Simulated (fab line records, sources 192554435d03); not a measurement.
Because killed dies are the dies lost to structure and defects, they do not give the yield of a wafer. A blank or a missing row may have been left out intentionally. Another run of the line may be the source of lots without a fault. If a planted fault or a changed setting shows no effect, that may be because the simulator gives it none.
fab line records || flow n5_finfet
[record] {"lots": 7, "wafers": 21}
route steps=1938 shown PASSIVATION@1931
start_h: start of the lot's first displayed wafer, in hours after the record's first day || wait_h: how many hours have passed since the lot's step before this one || " same as the row above || L1.1+2: several wafers, shown together as one row || - value missing, or start not given || * or withheld: withheld || < > ~ a bound
route shown NAME@n: names a module that has steps shown in the file, with the first one's number in the route || usual: average and standard deviation across the fault-free wafers || same: alike in all rows || chamber/n: place in a boat || sites: readings site by site || _std_site: the values' standard deviation || _edge_site: mean of outer sites minus mean of inner sites || radius_mm: for every site, how far away it sits from the centre of the wafer || mask NAME#n: copy n || behind: tool/chamber where the wafer was last shaped || hold: what put the lot on hold/how long, in hours/how the hold closed || device: which transistor (n, p or np) failed to switch || end of line: the route-end tests of the same wafers || for a step that has no rows: nothing shown but its recipe || killed: dies that structure and defects cost at the first sort, which is not the same as the wafer's yield || map: dies across one wafer; x = killed, . = not, _ = none there
set.NAME: setting as actually run; set.NAME@STEP: the setting as run at that earlier step || model.NAME: the simulator's own value behind a step, which no gauge read
lots where settings were altered on purpose, with a table for each step and a row for each wafer
[[steps]]
[step N5_PASSIVATION_STRIP_48]
[recipe] {"chemistry": "O2", "power_w": 600, "temp_c": 60, "pressure_mtorr": 30, "rf_frequency_hz": 6e+07, "bias_power_w": 0, "overash_fraction": 0.5, "o2_flow_sccm": 225}
{"lot.wafer": "L078.3+5", "tool": "rie_diel-05", "chamber": "0,2", "start_h": 297.10, "wait_h": 0.1, "set.power_w": 600}
{"lot.wafer": "L078.4", "tool": "rie_diel-05", "chamber": 2, "start_h": 297.10, "wait_h": 0.1, "set.power_w": 681.3}
{"lot.wafer": "L079.1+4+6", "tool": "rie_diel-05", "chamber": "0,1,0", "start_h": 297.97, "wait_h": 0.1, "set.power_w": 600}
{"lot.wafer": "L082.2+3", "tool": "rie_diel-03", "chamber": "3,0", "start_h": 323.98, "wait_h": 0.1, "set.power_w": 600}
{"lot.wafer": "L082.6", "tool": "rie_diel-03", "chamber": 3, "start_h": 323.98, "wait_h": 0.1, "set.power_w": 546}
{"lot.wafer": "L084.2+3", "tool": "rie_diel-05", "chamber": "3,0", "start_h": 337.32, "wait_h": 0.1, "set.power_w": 600}
{"lot.wafer": "L084.5", "tool": "rie_diel-05", "chamber": 0, "start_h": 337.32, "wait_h": 0.1, "set.power_w": 519.9}
{"lot.wafer": "L085.2+6", "tool": "rie_diel-03", "chamber": "1,3", "start_h": 345.23, "wait_h": 0.1, "set.power_w": 600}
{"lot.wafer": "L085.3", "tool": "rie_diel-03", "chamber": 3, "start_h": 345.23, "wait_h": 0.1, "set.power_w": 676.5}
{"lot.wafer": "L090.1+2", "tool": "rie_diel-01", "chamber": "2,0", "start_h": 359.18, "wait_h": 0.1, "set.power_w": 600}
{"lot.wafer": "L090.4", "tool": "rie_diel-01", "chamber": 1, "start_h": 359.18, "wait_h": 0.1, "set.power_w": 639.1}
{"lot.wafer": "L092.2", "tool": "rie_diel-01", "chamber": 0, "start_h": 376.88, "wait_h": 0.1, "set.power_w": 530.2}
{"lot.wafer": "L092.5+6", "tool": "rie_diel-01", "chamber": "1,2", "start_h": 376.88, "wait_h": 0.1, "set.power_w": 600}
[step N5_PASSIVATION_STRIP_52]
[recipe] {"chemistry": "post_etch_residue_remover", "time_s": 1200, "temp_c": 72.5}
[step N5_PASSIVATION_CLEAN_71]
[recipe] {"chemistry": "IPA", "time_s": 180, "temp_c": 25}
[step N5_PASSIVATION_SRD_72]
[recipe] {"dry": "ipa_marangoni", "time_s": 30, "temp_c": 23, "rinse_liquid": "diw"}
[step N5_PASSIVATION_ANNEAL_56]
[recipe] {"temp_c": 400, "time_s": 1800, "ambient": "FGA", "idle_temp_c": 300, "ramp_up_c_per_min": 5, "ramp_down_c_per_min": 3}
[step N5_PASSIVATION_PROBE_49]
[usual] {"defect_limited_yield": "91.0/1.5", "killed_at_M0_to_M3": "36/12", "killed_at_M4_up": "14/5.5", "killed_at_contacts": "11/4.8", "killed_at_front_end": "42/12", "killed_at_other": "3.7/2.7", "killed_dies": "106/18", "killed_open": "70/13", "killed_short": "35/8.2", "sort_bin_5_function": "5.3/1", "sort_bin_6_memory": "3.3/0.69", "sort_bin_8_speed": "0.00/0.007", "sort_n_pass": "1074/18", "sort_yield_pct": "91.0/1.5"}
[same] {"gross_dies": 1180, "killed_at_back_side": 0, "sort_bin_4_leakage[%]": 0}
{"lot.wafer": "L078.3", "tool": "prober-01", "chamber": "-", "start_h": 299.69, "wait_h": 0.1, "set.temp_c@PASSIVATION_PECVD_53": 400, "defect_limited_yield[%]": 92.6, "killed_at_M0_to_M3": 25, "killed_at_M4_up": 16, "killed_at_contacts": 11, "killed_at_front_end": 29, "killed_at_other": 6, "killed_dies": 87, "killed_open": 54, "killed_short": 31, "sort_bin_5_function[%]": 4.7, "sort_bin_6_memory[%]": 2.1, "sort_bin_8_speed[%]": 0, "sort_n_pass": 1093, "sort_yield_pct[%]": 92.6}
{"lot.wafer": "L078.4", "tool": "prober-01", "chamber": "-", "start_h": 299.74, "wait_h": 0.2, "set.temp_c@PASSIVATION_PECVD_53": 400, "defect_limited_yield[%]": 90.9, "killed_at_M0_to_M3": 31, "killed_at_M4_up": 15, "killed_at_contacts": 13, "killed_at_front_end": 41, "killed_at_other": 7, "killed_dies": 107, "killed_open": 63, "killed_short": 40, "sort_bin_5_function[%]": 5.6, "sort_bin_6_memory[%]": 2.8, "sort_bin_8_speed[%]": 0, "sort_n_pass": 1073, "sort_yield_pct[%]": 90.9}
{"lot.wafer": "L078.5", "tool": "prober-01", "chamber": "-", "start_h": 299.79, "wait_h": 0.2, "set.temp_c@PASSIVATION_PECVD_53": 400, "defect_limited_yield[%]": 91.9, "killed_at_M0_to_M3": 30, "killed_at_M4_up": 13, "killed_at_contacts": 12, "killed_at_front_end": 31, "killed_at_other": 9, "killed_dies": 95, "killed_open": 54, "killed_short": 39, "sort_bin_5_function[%]": 4.9, "sort_bin_6_memory[%]": 2.9, "sort_bin_8_speed[%]": 0.08, "sort_n_pass": 1085, "sort_yield_pct[%]": 91.9}
{"lot.wafer": "L079.1", "tool": "prober-01", "chamber": "-", "start_h": 300.46, "wait_h": 0.0, "set.temp_c@PASSIVATION_PECVD_53": 400, "defect_limited_yield[%]": 91.4, "killed_at_M0_to_M3": 34, "killed_at_M4_up": 11, "killed_at_contacts": 12, "killed_at_front_end": 41, "killed_at_other": 4, "killed_dies": 102, "killed_open": 58, "killed_short": 44, "sort_bin_5_function[%]": 5.8, "sort_bin_6_memory[%]": 2.4, "sort_bin_8_speed[%]": 0, "sort_n_pass": 1078, "sort_yield_pct[%]": 91.4}
{"lot.wafer": "L079.4", "tool": "prober-01", "chamber": "-", "start_h": 300.61, "wait_h": 0.2, "set.temp_c@PASSIVATION_PECVD_53": 400, "defect_limited_yield[%]": 93.0, "killed_at_M0_to_M3": 24, "killed_at_M4_up": 11, "killed_at_contacts": 14, "killed_at_front_end": 34, "killed_at_other": 0, "killed_dies": 83, "killed_open": 53, "killed_short": 28, "sort_bin_5_function[%]": 4.0, "sort_bin_6_memory[%]": 2.9, "sort_bin_8_speed[%]": 0, "sort_n_pass": 1097, "sort_yield_pct[%]": 93.0}
{"lot.wafer": "L079.6", "tool": "prober-01", "chamber": "-", "start_h": 300.71, "wait_h": 0.3, "set.temp_c@PASSIVATION_PECVD_53": 400, "defect_limited_yield[%]": 89.8, "killed_at_M0_to_M3": 38, "killed_at_M4_up": 17, "killed_at_contacts": 11, "killed_at_front_end": 51, "killed_at_other": 3, "killed_dies": 120, "killed_open": 87, "killed_short": 32, "sort_bin_5_function[%]": 5.9, "sort_bin_6_memory[%]": 4.0, "sort_bin_8_speed[%]": 0, "sort_n_pass": 1060, "sort_yield_pct[%]": 89.8}
{"lot.wafer": "L082.2", "tool": "prober-02", "chamber": "-", "start_h": 326.56, "wait_h": 0.1, "set.temp_c@PASSIVATION_PECVD_53": 400, "defect_limited_yield[%]": 92.6, "killed_at_M0_to_M3": 23, "killed_at_M4_up": 13, "killed_at_contacts": 9, "killed_at_front_end": 41, "killed_at_other": 1, "killed_dies": 87, "killed_open": 50, "killed_short": 37, "sort_bin_5_function[%]": 5.1, "sort_bin_6_memory[%]": 2.2, "sort_bin_8_speed[%]": 0, "sort_n_pass": 1093, "sort_yield_pct[%]": 92.6}
{"lot.wafer": "L082.3", "tool": "prober-02", "chamber": "-", "start_h": 326.61, "wait_h": 0.1, "set.temp_c@PASSIVATION_PECVD_53": 404.7, "defect_limited_yield[%]": 84.2, "killed_at_M0_to_M3": 43, "killed_at_M4_up": 90, "killed_at_contacts": 15, "killed_at_front_end": 35, "killed_at_other": 3, "killed_dies": 186, "killed_open": 70, "killed_short": 35, "sort_bin_5_function[%]": 9.6, "sort_bin_6_memory[%]": 5.3, "sort_bin_8_speed[%]": 0, "sort_n_pass": 994, "sort_yield_pct[%]": 84.2}
{"lot.wafer": "L082.6", "tool": "prober-02", "chamber": "-", "start_h": 326.76, "wait_h": 0.3, "set.temp_c@PASSIVATION_PECVD_53": 404.7, "defect_limited_yield[%]": 85.1, "killed_at_M0_to_M3": 35, "killed_at_M4_up": 74, "killed_at_contacts": 20, "killed_at_front_end": 44, "killed_at_other": 3, "killed_dies": 176, "killed_open": 69, "killed_short": 42, "sort_bin_5_function[%]": 9.2, "sort_bin_6_memory[%]": 4.8, "sort_bin_8_speed[%]": 0, "sort_n_pass": 1004, "sort_yield_pct[%]": 85.1}
{"lot.wafer": "L084.2", "tool": "prober-01", "chamber": "-", "start_h": 339.86, "wait_h": 0.1, "set.temp_c@PASSIVATION_PECVD_53": 411.9, "defect_limited_yield[%]": 89.9, "killed_at_M0_to_M3": 41, "killed_at_M4_up": 14, "killed_at_contacts": 8, "killed_at_front_end": 53, "killed_at_other": 3, "killed_dies": 119, "killed_open": 70, "killed_short": 47, "sort_bin_5_function[%]": 6.2, "sort_bin_6_memory[%]": 3.3, "sort_bin_8_speed[%]": 0, "sort_n_pass": 1061, "sort_yield_pct[%]": 89.9}
{"lot.wafer": "L084.3", "tool": "prober-01", "chamber": "-", "start_h": 339.91, "wait_h": 0.1, "set.temp_c@PASSIVATION_PECVD_53": 411.9, "defect_limited_yield[%]": 90.2, "killed_at_M0_to_M3": 33, "killed_at_M4_up": 47, "killed_at_contacts": 8, "killed_at_front_end": 25, "killed_at_other": 3, "killed_dies": 116, "killed_open": 47, "killed_short": 29, "sort_bin_5_function[%]": 5.7, "sort_bin_6_memory[%]": 3.6, "sort_bin_8_speed[%]": 0, "sort_n_pass": 1064, "sort_yield_pct[%]": 90.2}
{"lot.wafer": "L084.5", "tool": "prober-01", "chamber": "-", "start_h": 340.01, "wait_h": 0.2, "set.temp_c@PASSIVATION_PECVD_53": 411.9, "defect_limited_yield[%]": 88.2, "killed_at_M0_to_M3": 54, "killed_at_M4_up": 44, "killed_at_contacts": 3, "killed_at_front_end": 35, "killed_at_other": 3, "killed_dies": 139, "killed_open": 61, "killed_short": 44, "sort_bin_5_function[%]": 6.4, "sort_bin_6_memory[%]": 5.0, "sort_bin_8_speed[%]": 0, "sort_n_pass": 1041, "sort_yield_pct[%]": 88.2}
{"lot.wafer": "L085.2", "tool": "prober-02", "chamber": "-", "start_h": 348.16, "wait_h": 0.5, "set.temp_c@PASSIVATION_PECVD_53": 400, "defect_limited_yield[%]": 84.9, "killed_at_M0_to_M3": 22, "killed_at_M4_up": 110, "killed_at_contacts": 5, "killed_at_front_end": 36, "killed_at_other": 5, "killed_dies": 178, "killed_open": 69, "killed_short": 21, "sort_bin_5_function[%]": 9.2, "sort_bin_6_memory[%]": 5.1, "sort_bin_8_speed[%]": 0, "sort_n_pass": 1002, "sort_yield_pct[%]": 84.9}
{"lot.wafer": "L085.3", "tool": "prober-02", "chamber": "-", "start_h": 348.21, "wait_h": 0.5, "set.temp_c@PASSIVATION_PECVD_53": 413.9, "defect_limited_yield[%]": 93.5, "killed_at_M0_to_M3": 24, "killed_at_M4_up": 14, "killed_at_contacts": 10, "killed_at_front_end": 27, "killed_at_other": 2, "killed_dies": 77, "killed_open": 54, "killed_short": 21, "sort_bin_5_function[%]": 3.3, "sort_bin_6_memory[%]": 2.9, "sort_bin_8_speed[%]": 0.08, "sort_n_pass": 1103, "sort_yield_pct[%]": 93.5}
{"lot.wafer": "L085.6", "tool": "prober-02", "chamber": "-", "start_h": 348.36, "wait_h": 0.7, "set.temp_c@PASSIVATION_PECVD_53": 400, "defect_limited_yield[%]": 84.5, "killed_at_M0_to_M3": 24, "killed_at_M4_up": 112, "killed_at_contacts": 8, "killed_at_front_end": 37, "killed_at_other": 2, "killed_dies": 183, "killed_open": 61, "killed_short": 32, "sort_bin_5_function[%]": 9.0, "sort_bin_6_memory[%]": 6.1, "sort_bin_8_speed[%]": 0, "sort_n_pass": 997, "sort_yield_pct[%]": 84.5}
{"lot.wafer": "L090.1", "tool": "prober-02", "chamber": "-", "start_h": 361.67, "wait_h": 0.0, "set.temp_c@PASSIVATION_PECVD_53": 400, "defect_limited_yield[%]": 75.3, "killed_at_M0_to_M3": 46, "killed_at_M4_up": 174, "killed_at_contacts": 15, "killed_at_front_end": 54, "killed_at_other": 3, "killed_dies": 292, "killed_open": 95, "killed_short": 43, "sort_bin_5_function[%]": 13.5, "sort_bin_6_memory[%]": 10.1, "sort_bin_8_speed[%]": 0, "sort_n_pass": 888, "sort_yield_pct[%]": 75.3}
{"lot.wafer": "L090.2", "tool": "prober-02", "chamber": "-", "start_h": 361.72, "wait_h": 0.1, "set.temp_c@PASSIVATION_PECVD_53": 389.1, "defect_limited_yield[%]": 70.3, "killed_at_M0_to_M3": 43, "killed_at_M4_up": 21, "killed_at_contacts": 7, "killed_at_front_end": 64, "killed_at_other": 215, "killed_dies": 350, "killed_open": 88, "killed_short": 49, "sort_bin_5_function[%]": 24.9, "sort_bin_6_memory[%]": 4.2, "sort_bin_8_speed[%]": 0, "sort_n_pass": 830, "sort_yield_pct[%]": 70.3}
{"lot.wafer": "L090.4", "tool": "prober-02", "chamber": "-", "start_h": 361.82, "wait_h": 0.2, "set.temp_c@PASSIVATION_PECVD_53": 389.1, "defect_limited_yield[%]": 71.4, "killed_at_M0_to_M3": 40, "killed_at_M4_up": 15, "killed_at_contacts": 5, "killed_at_front_end": 58, "killed_at_other": 220, "killed_dies": 338, "killed_open": 83, "killed_short": 38, "sort_bin_5_function[%]": 25.3, "sort_bin_6_memory[%]": 2.9, "sort_bin_8_speed[%]": 0, "sort_n_pass": 842, "sort_yield_pct[%]": 71.4}
{"lot.wafer": "L092.2", "tool": "prober-01", "chamber": "-", "start_h": 379.83, "wait_h": 0.1, "set.temp_c@PASSIVATION_PECVD_53": 400, "defect_limited_yield[%]": 90.6, "killed_at_M0_to_M3": 31, "killed_at_M4_up": 15, "killed_at_contacts": 11, "killed_at_front_end": 54, "killed_at_other": 0, "killed_dies": 111, "killed_open": 72, "killed_short": 37, "sort_bin_5_function[%]": 5.5, "sort_bin_6_memory[%]": 3.4, "sort_bin_8_speed[%]": 0, "sort_n_pass": 1069, "sort_yield_pct[%]": 90.6}
{"lot.wafer": "L092.5", "tool": "prober-01", "chamber": "-", "start_h": 379.98, "wait_h": 0.2, "set.temp_c@PASSIVATION_PECVD_53": 414.4, "defect_limited_yield[%]": 89.7, "killed_at_M0_to_M3": 53, "killed_at_M4_up": 11, "killed_at_contacts": 4, "killed_at_front_end": 47, "killed_at_other": 6, "killed_dies": 121, "killed_open": 75, "killed_short": 43, "sort_bin_5_function[%]": 5.9, "sort_bin_6_memory[%]": 4.1, "sort_bin_8_speed[%]": 0, "sort_n_pass": 1059, "sort_yield_pct[%]": 89.7}
{"lot.wafer": "L092.6", "tool": "prober-01", "chamber": "-", "start_h": 380.03, "wait_h": 0.3, "set.temp_c@PASSIVATION_PECVD_53": 400, "defect_limited_yield[%]": 90.2, "killed_at_M0_to_M3": 36, "killed_at_M4_up": 13, "killed_at_contacts": 12, "killed_at_front_end": 54, "killed_at_other": 1, "killed_dies": 116, "killed_open": 72, "killed_short": 43, "sort_bin_5_function[%]": 6.4, "sort_bin_6_memory[%]": 3.3, "sort_bin_8_speed[%]": 0, "sort_n_pass": 1064, "sort_yield_pct[%]": 90.2}
// killed by level:class
L078.3 MOL_CONTACT_COAG:geometric_particle:open=10 BEOL_M4:geometric_particle:open=9 BEOL_M1:geometric_particle:open=8 FIN_SAQP:geometric_particle:short=6 BEOL_M3:geometric_particle:open=6 FIN_SAQP:geometric_particle:open=5 PASS1_CAP:geometric_particle:short=5 GATE_CUT:geometric_particle:short=3
L078.4 FIN_SAQP:geometric_particle:open=14 MOL_CONTACT_COAG:geometric_particle:open=10 FIN_SAQP:geometric_particle:short=8 BEOL_M3:geometric_particle:open=7 BEOL_M1:geometric_particle:open=6 BEOL_M0_SAQP:geometric_particle:short=5 GATE_CUT:geometric_particle:short=5 PASS1_CAP:geometric_particle:open=4
L078.5 BEOL_M1:geometric_particle:open=9 FIN_SAQP:geometric_particle:open=6 DUMMY_GATE:geometric_particle:open=6 MOL_CONTACT_COAG:geometric_particle:short=6 MOL_CONTACT_COAG:geometric_particle:open=6 FIN_SAQP:geometric_particle:short=5 BEOL_M1:geometric_particle:short=5 BEOL_M0_SAQP:geometric_particle:short=4
L079.1 BEOL_M1:geometric_particle:short=11 STI_FIN_REVEAL:geometric_particle:open=9 MOL_CONTACT_COAG:geometric_particle:open=9 BEOL_M3:geometric_particle:open=9 FIN_SAQP:geometric_particle:short=5 GATE_CUT:geometric_particle:short=5 BEOL_M0_SAQP:geometric_particle:open=5 DUMMY_GATE:geometric_particle:open=4
L079.4 MOL_CONTACT_COAG:geometric_particle:open=12 BEOL_M0_SAQP:geometric_particle:short=8 STI_FIN_REVEAL:geometric_particle:open=7 GATE_CUT:geometric_particle:short=5 BEOL_M4:geometric_particle:open=4 FIN_SAQP:geometric_particle:short=3 DUMMY_GATE:geometric_particle:open=3 GATE_CUT:geometric_particle:open=3
L079.6 STI_FIN_REVEAL:geometric_particle:open=22 FIN_SAQP:geometric_particle:open=9 MOL_CONTACT_COAG:geometric_particle:open=9 BEOL_M3:geometric_particle:open=8 BEOL_M0_SAQP:geometric_particle:open=7 BEOL_M0_SAQP:geometric_particle:short=6 BEOL_M2:geometric_particle:open=6 BEOL_M4:geometric_particle:open=6
L082.2 BEOL_M0_SAQP:geometric_particle:short=11 STI_FIN_REVEAL:geometric_particle:open=9 MOL_CONTACT_COAG:geometric_particle:open=7 STARTING-WAFER:geometric_particle:short=6 FIN_SAQP:geometric_particle:open=5 STI_FIN_REVEAL:geometric_particle:short=5 BEOL_M4:geometric_particle:open=5 BEOL_M0_SAQP:geometric_particle:open=5
L082.3 BEOL_M4:area_expose=79 MOL_CONTACT_COAG:geometric_particle:open=13 BEOL_M0_SAQP:geometric_particle:open=13 BEOL_M0_SAQP:geometric_particle:short=11 FIN_SAQP:geometric_particle:short=7 BEOL_M1:geometric_particle:open=7 STARTING-WAFER:geometric_particle:open=6 FIN_SAQP:geometric_particle:open=5
L082.6 BEOL_M4:area_expose=65 MOL_CONTACT_COAG:geometric_particle:open=16 FIN_SAQP:geometric_particle:open=15 FIN_SAQP:geometric_particle:short=12 BEOL_M0_SAQP:geometric_particle:open=9 BEOL_M1:geometric_particle:open=9 BEOL_M0_SAQP:geometric_particle:short=7 BEOL_M3:geometric_particle:open=5
L084.2 DUMMY_GATE:geometric_particle:open=12 BEOL_M0:geometric_particle:open=10 BEOL_M0_SAQP:geometric_particle:short=9 FIN_SAQP:geometric_particle:open=8 BEOL_M2:geometric_particle:open=8 DUMMY_GATE:geometric_particle:short=7 BEOL_M2:geometric_particle:short=6 FIN_SAQP:geometric_particle:short=5
L084.3 BEOL_M4:area_expose=38 BEOL_M0_SAQP:geometric_particle:short=12 BEOL_M0_SAQP:geometric_particle:open=10 MOL_CONTACT_COAG:geometric_particle:open=7 FIN_CUT:geometric_particle:open=4 DUMMY_GATE:geometric_particle:open=4 GATE_CUT:geometric_particle:open=3 BEOL_M3:geometric_particle:open=3
L084.5 BEOL_M4:area_expose=33 BEOL_M0_SAQP:geometric_particle:short=23 BEOL_M0_SAQP:geometric_particle:open=14 FIN_SAQP:geometric_particle:open=13 STI_FIN_REVEAL:geometric_particle:open=6 BEOL_M3:geometric_particle:open=6 BEOL_M2:geometric_particle:short=5 DUMMY_GATE:geometric_particle:open=4
L085.2 BEOL_M4:area_expose=87 BEOL_M4:geometric_particle:open=17 STI_FIN_REVEAL:geometric_particle:open=13 FIN_SAQP:geometric_particle:open=8 BEOL_M0_SAQP:geometric_particle:open=7 BEOL_M1:geometric_particle:open=6 BEOL_M0_SAQP:geometric_particle:short=5 FIN_SAQP:geometric_particle:short=4
L085.3 BEOL_M0_SAQP:geometric_particle:open=10 MOL_CONTACT_COAG:geometric_particle:open=8 BEOL_M0_SAQP:geometric_particle:short=8 FIN_SAQP:geometric_particle:open=5 STI_FIN_REVEAL:geometric_particle:open=5 FIN_SAQP:geometric_particle:short=4 STARTING-WAFER:geometric_particle:open=4 DUMMY_GATE:geometric_particle:open=3
L085.6 BEOL_M4:area_expose=87 BEOL_M4:geometric_particle:open=15 STI_FIN_REVEAL:geometric_particle:open=7 BEOL_M0_SAQP:geometric_particle:open=6 BEOL_M1:geometric_particle:open=6 FIN_SAQP:geometric_particle:short=5 MOL_CONTACT_COAG:geometric_particle:open=5 BEOL_M1:geometric_particle:short=5
L090.1 BEOL_M4:area_expose=154 FIN_SAQP:geometric_particle:short=15 MOL_CONTACT_COAG:geometric_particle:open=15 STI_FIN_REVEAL:geometric_particle:open=12 BEOL_M0_SAQP:geometric_particle:open=12 BEOL_M0_SAQP:geometric_particle:short=10 FIN_SAQP:geometric_particle:open=9 BEOL_M1:geometric_particle:open=9
L090.2 PASSIVATION:area_pecvd=210 BEOL_M0_SAQP:geometric_particle:open=15 BEOL_M4:geometric_particle:open=12 FIN_SAQP:geometric_particle:short=11 BEOL_M0_SAQP:geometric_particle:short=10 STI_FIN_REVEAL:geometric_particle:open=9 FIN_SAQP:geometric_particle:open=8 DUMMY_GATE:geometric_particle:open=8
L090.4 PASSIVATION:area_pecvd=217 FIN_SAQP:geometric_particle:open=11 STI_FIN_REVEAL:geometric_particle:open=11 BEOL_M2:geometric_particle:open=11 FIN_SAQP:geometric_particle:short=10 BEOL_M0_SAQP:geometric_particle:open=10 DUMMY_GATE:geometric_particle:open=9 BEOL_M0_SAQP:geometric_particle:short=6
L092.2 STI_FIN_REVEAL:geometric_particle:open=11 FIN_SAQP:geometric_particle:open=10 MOL_CONTACT_COAG:geometric_particle:open=9 BEOL_M0_SAQP:geometric_particle:short=9 FIN_SAQP:geometric_particle:short=8 BEOL_M1:geometric_particle:open=7 STI_FIN_REVEAL:geometric_particle:short=6 BEOL_M4:geometric_particle:open=6
L092.5 BEOL_M0_SAQP:geometric_particle:open=14 FIN_SAQP:geometric_particle:open=10 FIN_SAQP:geometric_particle:short=10 STI_FIN_REVEAL:geometric_particle:open=9 BEOL_M2:geometric_particle:open=8 BEOL_M1:geometric_particle:open=7 BEOL_M0_SAQP:geometric_particle:short=6 BEOL_M4:geometric_particle:open=5
L092.6 FIN_SAQP:geometric_particle:short=12 FIN_SAQP:geometric_particle:open=11 GATE_CUT:geometric_particle:short=10 MOL_CONTACT_COAG:geometric_particle:open=10 STI_FIN_REVEAL:geometric_particle:open=8 BEOL_M0_SAQP:geometric_particle:short=7 BEOL_M3:geometric_particle:open=7 BEOL_M0_SAQP:geometric_particle:open=6
[[key]]
[split] {"step": "N5_PASSIVATION_STRIP_48", "setting": "power_w", "stated": 600, "by": "wafer"}
response none clear
split outside_this_file step=N5_PASSIVATION_PECVD_53 setting=temp_c
// split outside_this_file: this setting was split too, and the file shows its column; the key of that split is in another file
